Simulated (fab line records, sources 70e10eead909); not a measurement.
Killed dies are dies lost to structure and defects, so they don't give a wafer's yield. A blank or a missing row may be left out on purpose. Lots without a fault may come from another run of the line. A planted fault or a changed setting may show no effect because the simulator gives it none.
Chamber matching | flow nand_harc | NHARC_A_STAIRCASE_DESCUM_168 on rie_diel-12: 4 sister chambers
The step chemistry O2, time 3 s. 4 wafers are shown with their chamber, then 6 later ones without.

WAFERS WITH THEIR CHAMBER
wafer  | chamber | drypump_motor_current_A (A)
L926.3 | 3       | 5.8
L926.5 | 1       | 5.8
L934.1 | 0       | 5.9
L934.3 | 2       | 6.2

WAFERS WITHOUT THEIR CHAMBER
wafer  | drypump_motor_current_A (A)
L936.1 | 6.2
L936.2 | 5.8
L936.4 | 5.9
L937.2 | 5.9
L937.3 | 5.8
L937.6 | 6.3

WHICH CHAMBER EACH WENT THROUGH
wafer  | from the rows above     | in truth
L936.1 | 2                       | 2
L936.2 | can't be placed: 1 or 3 | 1
L936.4 | 0                       | 0
L937.2 | 0                       | 0
L937.3 | can't be placed: 1 or 3 | 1
L937.6 | 2                       | 2
Placed correctly: 4 of 6. Can't be placed from these rows: 2 (the true chamber is among the candidates in 2). Placed wrongly: 0.
How it was worked out, from the rows above alone: a wafer's distance from a chamber is the root of the sum, over the readings, of the square of ((its reading less the chamber's mean) divided by the reading's scatter). The wafer belongs to the nearest chamber; if the next one is less than 2 further off, it can't be placed. A chamber's mean is the mean of its shown wafers. The scatter: with one shown wafer a chamber, the root of the mean of the squares of how far each hidden wafer lies from its nearest shown one.
